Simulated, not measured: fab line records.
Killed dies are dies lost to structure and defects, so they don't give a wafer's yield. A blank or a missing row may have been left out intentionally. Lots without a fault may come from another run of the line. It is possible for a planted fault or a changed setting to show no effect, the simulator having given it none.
Matching of chambers | flow n5Finfet | 4 sister chambers for N5_BEOL_M0_SAQP_ALD_48 on aldSin-03
The step deposits SiO2, target thk 20 nm, pulse time 1 s, co reactant pulse time 1 s. 8 wafers are shown with their chamber, then 8 later ones without.

== WAFERS PAIRED WITH THEIR CHAMBERS ==
wafer  | chamber | heaterPowerW (W) | chamberPressureTorr (Torr)
L078.5 | 3       | 68               | 2.005
L084.3 | 1       | 84               | 1.995
L087.5 | 1       | 79               | 1.998
L087.6 | 2       | 76               | 1.999
L093.3 | 0       | 94               | 2.005
L093.5 | 0       | 97               | 2.003
L093.6 | 3       | 69               | 1.999
L095.2 | 2       | 77               | 2.005

== WAFERS WITHOUT THEIR CHAMBER ==
wafer  | heaterPowerW (W) | chamberPressureTorr (Torr)
L095.5 | 76               | 2.012
L095.6 | 69               | 2.001
L096.4 | 83               | 1.996
L096.5 | 98               | 2.005
L096.6 | 80               | 2.002
L097.2 | 67               | 1.997
L097.3 | 76               | 2.002
L097.6 | 78               | 1.994

== THE CHAMBER EACH PASSED THROUGH ==
wafer  | from the rows above     | in truth
L095.5 | can't be placed: 2 or 3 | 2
L095.6 | 3                       | 3
L096.4 | 1                       | 1
L096.5 | 0                       | 0
L096.6 | can't be placed: 2 or 1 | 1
L097.2 | 3                       | 3
L097.3 | 2                       | 2
L097.6 | can't be placed: 1 or 2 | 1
Placed correctly: 5 of 8. Can't be placed from these rows: 3 (the true chamber is among the candidates in 3). 0 placed wrongly.
How it was worked out, from the rows above alone: a wafer's distance from a chamber is the root of the sum, over the readings, of the square of ((its reading less the chamber's mean) divided by the reading's scatter). The wafer belongs to the nearest chamber; if the next one is less than 2 further off, it can't be placed. For every chamber, the mean is computed from those of its wafers that are shown. The scatter: the root of (the sum of the squares of (reading less its chamber's mean) over the shown wafers, divided by (wafers less chambers)).
